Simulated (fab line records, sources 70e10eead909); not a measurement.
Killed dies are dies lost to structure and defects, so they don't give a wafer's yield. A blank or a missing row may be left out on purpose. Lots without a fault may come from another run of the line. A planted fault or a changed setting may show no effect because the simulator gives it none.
fab line records | flow nand_harc
record lots=14 wafers=42 last_day=25
route steps=1159 shown A_SLIT@796 A_WL_FILL@811 A_CONTACT@843
lots that met no fault: from a run of the same line without faults
start_h: hours from the record's first day to the start of the lot's first wafer shown | wait_h: hours since the lot's step before | " the same as in the row above | L1.1+2: a row that stands for several wafers | - no value, or no start given | * or withheld: withheld | < > ~ a bound
route shown NAME@n: a module of which the file shows steps, and the number in the route of the first | usual: mean/standard deviation of fault-free wafers | same: alike in all rows | chamber/n: place in a boat | sites: the reading at each site | _std_site: their standard deviation | _edge_site: outer sites' mean less inner sites' | radius_mm: how far each site lies from the wafer's centre | mask NAME#n: copy n | behind: the tool/chamber that last shaped the wafer | hold: why the lot was held/for how many hours/how that ended | device: the transistor (n, p or np) that didn't switch | end of line: the same wafers' tests at the end of the route | a step without rows: its recipe alone | killed: dies lost to structure and defects at the first sort, not the wafer's yield | map: a wafer's dies, x killed, . not, _ none there
set.NAME: the setting as run; set.NAME@STEP: as run at that earlier step | model.NAME: the simulator's own value behind a step, which no gauge read
steps of the route over a sample of lots; a table a step, a row a wafer
services: from which hour (start_h, from the record's first day; less than 0 if before it) a tool's chamber was out of use, for how many hours, and why
## steps
# step NHARC_A_SLIT_ETCH_17
# recipe bias_v=900 source_w=withheld pressure_mtorr=20 ar_flow_sccm=375 c4f8_flow_sccm=83.3 o2_flow_sccm=41.7 time_s=1687.5 target_depth_a=1.01e+05 chemistry=C4F8/O2/Ar
# usual drypump_motor_current_A=6.2/0.39 showerhead_plenum_p_Torr=3.66/0.082 throttle_valve_pct=32.046/0.0092
# columns lot.wafer tool chamber start_h wait_h drypump_motor_current_A rf_hours_counter_h showerhead_plenum_p_Torr throttle_valve_pct
L663.2 har_etch-02 1 334.45 - 6.4 181 3.61 32.061
L663.5 " 1 " " 6.4 - 3.61 32.045
L663.6 " 0 " " 5.6 - 3.59 32.049
L665.2 har_etch-01 1 337.28 - 6.6 8 3.72 32.049
L665.4 " 1 " " 6.6 - 3.72 32.047
L665.6 " 1 " " 6.6 - 3.72 32.039
L664.2 har_etch-02 1 337.38 - 6.5 182 3.61 32.050
L664.3 " 0 " " 5.6 - 3.59 32.045
L664.5 " 1 " " 6.4 - 3.61 32.055
L662.2 har_etch-01 1 338.70 - 6.6 10 3.72 32.019
L662.3 " 1 " " 6.6 - 3.72 32.059
L662.4 " 0 " " 6.4 - 3.80 32.055
L666.2 har_etch-02 1 342.31 - 6.4 184 3.61 32.038
L666.3 " 0 " " 5.6 - 3.59 32.060
L666.4 " 1 " " 6.4 - 3.61 32.041
L667.1 har_etch-02 0 354.90 - 5.6 189 3.59 32.053
L667.3 " 0 " " 5.6 - 3.59 32.047
L667.5 " 0 " " 5.6 - 3.59 32.046
L670.1 har_etch-02 0 360.40 - 5.6 191 3.59 32.045
L670.4 " 1 " " 6.5 - 3.61 32.054
L670.5 " 1 " " 6.4 - 3.61 32.046
L669.1 har_etch-02 1 362.32 - 6.4 192 3.61 32.044
L669.3 " 1 " " 6.4 - 3.61 32.054
L669.5 " 1 " " 6.4 - 3.61 32.046
L671.1 har_etch-01 0 382.32 - 6.3 28 3.79 32.037
L671.6 " 1 " " 6.6 - 3.71 32.039
L671.5 " 0 " " 6.4 - 3.79 32.065
L672.2 har_etch-01 1 383.75 - 6.6 30 3.71 32.045
L672.1 " 0 " " 6.4 30 3.79 32.049
L672.3 " 1 " " 6.6 - 3.71 32.069
L682.2 har_etch-01 1 429.82 - 6.6 50 3.70 32.051
L682.1 " 0 " " 6.4 50 3.78 32.039
L682.3 " 1 " " 6.6 - 3.70 32.042
L678.3 har_etch-02 0 430.16 - 5.6 - 3.57 32.056
L678.4 " 1 " " 6.4 - 3.59 32.050
L678.6 " 1 " " 6.4 - 3.59 32.041
L683.2 har_etch-01 1 436.94 - 6.6 51 3.70 32.046
L683.3 " 0 " " 6.4 - 3.78 32.048
L683.6 " 0 " " 6.3 - 3.78 32.028
L685.2 har_etch-01 1 465.83 - 6.6 66 3.69 32.046
L685.3 " 0 " " 6.4 - 3.77 32.045
L685.6 " 1 " " 6.6 - 3.69 32.045
# step NHARC_A_WL_FILL_ALD_02
# recipe target_thk_a=20 pulse_time_s=3 ald_cycles=100 temp_c=450 material=TiN
# usual heater_power_outer_w=698/62 heater_power_w=1086/99 precursor_pulse_height_rel=1.001/0.021 susceptor_temp_C=449.98/0.24
# columns lot.wafer tool chamber start_h wait_h heater_power_outer_w heater_power_w precursor_pulse_height_rel susceptor_temp_C
L663.2 ald_metal-04 2 345.31 0.2 661 1057 1.003 449.77
L663.5 " 1 " " 715 1011 0.966 450.55
L663.6 " 2 " " 673 1042 0.976 449.91
L665.2 ald_metal-01 2 345.39 0.3 776 1178 1.010 449.92
L665.4 " 3 " " 690 1012 0.949 449.84
L665.6 " 0 " " 702 1193 0.975 449.69
L662.3 ald_metal-02 3 348.50 0.1 576 1004 0.982 450.28
L662.2 " 0 " " 697 1066 0.986 449.89
L662.4 " 1 " " 788 1299 1.007 449.77
L664.2 ald_metal-01 0 348.50 0.2 720 1160 1.043 449.66
L664.3 " 3 " " 678 1017 1.017 450.61
L664.5 " 0 " " 728 1192 1.026 450.36
L666.2 ald_metal-04 1 352.98 0.2 721 1018 0.984 450.23
L666.3 " 2 " " 689 1036 0.993 449.55
L666.4 " 0 " " 663 951 1.004 449.94
L667.1 ald_metal-04 0 366.42 0.2 665 932 1.016 449.92
L667.3 " 2 " " 670 1042 1.007 449.82
L667.5 " 0 " " 687 970 0.996 449.86
L669.1 ald_metal-04 1 371.39 0.2 742 1007 0.969 450.12
L669.3 " 2 " " 679 1060 1.018 450.13
L669.5 " 0 " " 666 952 1.015 450.17
L670.1 ald_metal-01 0 371.40 0.2 711 1191 0.987 450.03
L670.4 " 2 " " 761 1187 1.037 449.77
L670.5 " 3 " " 686 1005 0.985 449.90
L671.1 ald_metal-02 3 392.96 0.2 569 1017 1.013 -
L671.5 " 2 " " 666 1061 1.023 -
L671.6 " 3 " " 565 1017 1.012 -
L672.3 ald_metal-04 2 393.13 0.2 674 1033 0.984 449.93
L672.2 " 3 " " 784 1190 1.008 450.14
L672.1 " 0 " " 667 942 0.996 449.94
L682.3 ald_metal-02 1 440.65 0.2 767 1254 1.028 -
L682.2 " 2 " " 659 1052 1.028 -
L682.1 " 3 " " 574 1003 1.014 -
L678.4 ald_metal-01 1 440.75 0.1 734 1170 0.968 450.62
L678.3 " 0 " " 695 1165 1.022 450.40
L678.6 " 2 " " 775 1216 1.008 450.22
L683.3 ald_metal-02 2 447.39 0.1 671 1036 1.028 450.25
L683.2 " 1 " " 803 1283 0.988 449.74
L683.6 " 3 " " 569 1029 0.975 449.63
L685.2 ald_metal-02 1 476.94 0.2 801 1251 1.019 450.16
L685.3 " 2 " " 658 1048 1.031 450.44
L685.6 " 0 " " 665 1022 0.977 450.12
# step NHARC_A_WL_FILL_ETCHBACK_17
# recipe target_depth_a=40 time_s=26.7 chemistry=Cl2/BCl3
# usual drypump_motor_current_A=5.7/0.41 oes_product_au=1.007/0.0075 run_length_s=48.1/0.37
# columns lot.wafer tool chamber start_h wait_h drypump_motor_current_A oes_product_au rf_hours_counter_h run_length_s
L663.2 rie_metal-02 1 364.14 - 5.7 1.013 4.4 48.8
L663.6 " 1 " " 5.7 1.007 - 48.3
L663.5 " 0 " " 6.2 1.011 - 48.4
L662.2 rie_metal-01 0 364.18 - 5.4 1.005 0.7 48.3
L662.3 " 0 " " 5.4 1.017 - 48.3
L662.4 " 1 " " 5.5 1.001 - 48.1
L665.2 rie_metal-03 1 364.27 - 6.5 0.997 2.0 48.3
L665.4 " 1 " " 6.5 0.997 - 48.5
L665.6 " 1 " " 6.5 1.003 - 47.8
L664.2 rie_metal-01 1 367.67 - 5.5 0.997 0.8 47.4
L664.3 " 1 " " 5.5 1.004 - 47.9
L664.5 " 1 " " 5.5 0.998 - 47.9
L666.2 rie_metal-03 1 367.71 - 6.5 0.995 2.2 47.9
L666.4 " 0 " " 5.7 1.006 - 48.0
L666.3 " 1 " " 6.5 1.001 - 48.1
L667.1 rie_metal-01 0 383.72 - 5.3 1.019 1.3 48.1
L667.3 " 0 " " 5.3 1.006 - 48.0
L667.5 " 1 " " 5.5 1.010 - 47.5
L670.1 rie_metal-01 0 390.27 - 5.4 1.012 1.4 48.5
L670.4 " 1 " " 5.5 0.998 - 47.9
L670.5 " 1 " " 5.5 1.000 - 48.0
L669.1 rie_metal-03 0 390.36 - 5.7 1.003 2.9 47.9
L669.3 " 0 " " 5.7 1.014 - 47.7
L669.5 " 1 " " 6.6 1.015 - 47.9
L671.1 rie_metal-02 0 409.66 - 6.2 1.016 0.2 48.4
L671.5 " 0 " " 6.1 1.016 - 48.3
L671.6 " 1 " " 5.7 1.001 - 48.7
L672.1 rie_metal-01 1 409.70 - 5.5 1.007 1.7 47.5
L672.2 " 0 " " 5.4 1.013 1.7 48.3
L672.3 " 1 " " 5.5 1.000 - 47.7
L678.3 rie_metal-02 0 454.94 - 6.2 1.006 - 48.4
L678.4 " 1 " " 5.8 1.023 - 48.3
L678.6 " 1 " " 5.7 1.019 - 48.5
L682.2 rie_metal-01 1 456.97 - 5.4 1.007 3.1 39.1
L682.1 " 0 " " 5.4 1.017 3.1 48.2
L682.3 " 0 " " 5.4 1.015 - 48.3
L683.2 rie_metal-01 0 462.34 - 5.3 1.010 3.2 48.2
L683.3 " 0 " " 5.3 1.025 - 48.1
L683.6 " 1 " " 5.5 1.005 - 39.2
L685.2 rie_metal-03 0 505.99 - 5.7 1.001 1.2 48.5
L685.3 " 1 " " 6.5 1.010 - 47.9
L685.6 " 1 " " 6.5 1.017 - 48.1
# step NHARC_A_CONTACT_DEP_29
# recipe target_thk_a=700 target_thk_nm=70 temp_c=400 pressure_torr=3.5 flow_sccm=200 rf_w=350 material=SiON
# usual heater_power_outer_w=414/49 heater_power_w=695/62 susceptor_temp_C=399.99/0.23
# columns lot.wafer tool chamber start_h wait_h heater_power_outer_w heater_power_w susceptor_temp_C
L662.2 pecvd-01 0 378.50 1.5 392 670 399.76
L662.3 " 1 " " 476 725 399.92
L662.4 " 1 " " 480 754 399.87
L665.2 pecvd-01 2 378.92 1.5 354 627 399.96
L665.6 " 1 " " 472 749 399.69
L665.4 " 0 " " 350 616 400.17
L663.2 pecvd-02 1 382.80 1.6 350 685 400.00
L663.5 " 2 " " 437 748 400.15
L663.6 " 1 " " 356 675 400.33
L664.2 pecvd-02 0 388.76 1.5 454 710 399.92
L664.3 " 1 " " 436 779 399.97
L664.5 " 2 " " 432 729 400.43
L666.3 pecvd-02 1 392.98 1.1 370 676 399.93
L666.2 " 0 " " 447 706 400.17
L666.4 " 0 " " 464 699 400.08
L667.1 pecvd-02 0 402.68 1.9 369 590 400.19
L667.3 " 1 " " 361 663 399.93
L667.5 " 1 " " 359 677 400.17
L669.3 pecvd-01 1 406.98 1.1 430 663 399.69
L669.1 " 0 " " 389 686 400.01
L669.5 " 1 " " 436 693 399.69
L670.1 pecvd-02 1 409.46 1.9 386 711 400.00
L670.5 " 2 " " 375 663 399.68
L670.4 " 0 " " 458 675 399.80
L672.1 pecvd-01 1 424.48 1.9 469 753 400.02
L672.3 " 2 " " 341 611 400.30
L672.2 " 0 " " 413 701 400.04
L671.1 pecvd-01 2 424.83 1.9 327 585 400.18
L671.6 " 2 " " 341 584 399.73
L671.5 " 1 " " 418 703 400.13
L682.1 pecvd-02 1 469.05 1.8 392 712 400.00
L682.3 " 2 " " 461 775 399.65
L678.3 pecvd-04 2 472.35 1.1 548 893 399.88
L678.4 " 2 " " 536 897 400.15
L678.6 " 0 " " 371 630 399.83
L683.2 pecvd-02 2 476.38 1.5 449 782 399.89
L683.3 " 0 " " 424 650 399.74
L685.3 pecvd-01 0 523.02 1.1 319 587 399.75
L685.2 " 2 " " 355 651 400.14
L685.6 " 1 " " 440 708 400.07
## services
# columns tool chamber start_h hours kind
rie_metal-01 - 332.00 9.0 pm
pecvd-02 - 334.27 13.0 pm
ald_metal-04 - 347.49 2.2 repair
pecvd-04 1 350.21 9.6 repair
pecvd-04 - 352.33 0.6 repair
ald_metal-02 0 358.18 12.8 repair
ald_metal-02 - 364.10 10.0 pm
pecvd-02 - 366.19 2.1 repair
pecvd-04 - 376.00 13.0 pm
rie_metal-02 - 388.00 9.0 pm
pecvd-04 2 389.00 5.1 repair
ald_metal-01 3 394.64 1.4 repair
ald_metal-04 - 406.00 10.0 pm
ald_metal-01 1 409.48 7.5 repair
pecvd-01 - 427.39 13.0 pm
pecvd-01 2 444.03 16.4 repair
rie_metal-03 - 453.13 9.0 pm
ald_metal-01 - 458.00 10.0 pm
ald_metal-04 0 491.82 18.1 repair
ald_metal-02 - 500.26 1.6 repair
rie_metal-01 - 509.00 9.0 pm
rie_metal-02 - 509.54 0.4 repair
ald_metal-02 2 510.10 12.7 repair
pecvd-02 - 515.27 13.0 pm
## key
first_sign step=NHARC_A_WL_FILL_ETCHBACK_17 reading=run_length_s direction=down sigmas=24 usual=* struck=*
effect none on later readings
met_at NHARC_A_WL_FILL_ETCHBACK_17
struck_lots L682,L683
struck_wafers L682.2,L683.6
later_rows_left_out L682.2,L683.6
sort_left_out L682.2,L683.6
tester_left_out L682,L683
not_acting_at NHARC_A_SLIT_ETCH_17,NHARC_A_WL_FILL_ALD_02,NHARC_A_CONTACT_DEP_29
onset_between 409.70 456.97
fault kind=process_parameter_drift tool=rie_metal-01 chamber=1 onset_h=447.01 steps=NHARC_A_WL_FILL_ETCHBACK_17 channel=time_s offset=* shape=step end_h=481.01 acts_in=* stated=*
# tester_left_out: of these lots the tester's yield and bins aren't shown, on N5 and GAA mostly nor the transistor test; their killed dies are dies lost to structure and defects alone, not to doping, threshold or leakage, so they don't give the yield
# sort_left_out: the simulated sort isn't trusted on such a fault, so these wafers' sort isn't shown, and their yield isn't known
# later_rows_left_out: the simulator's readings of these wafers behind a module that went badly wrong aren't trusted and aren't shown, but for the sort
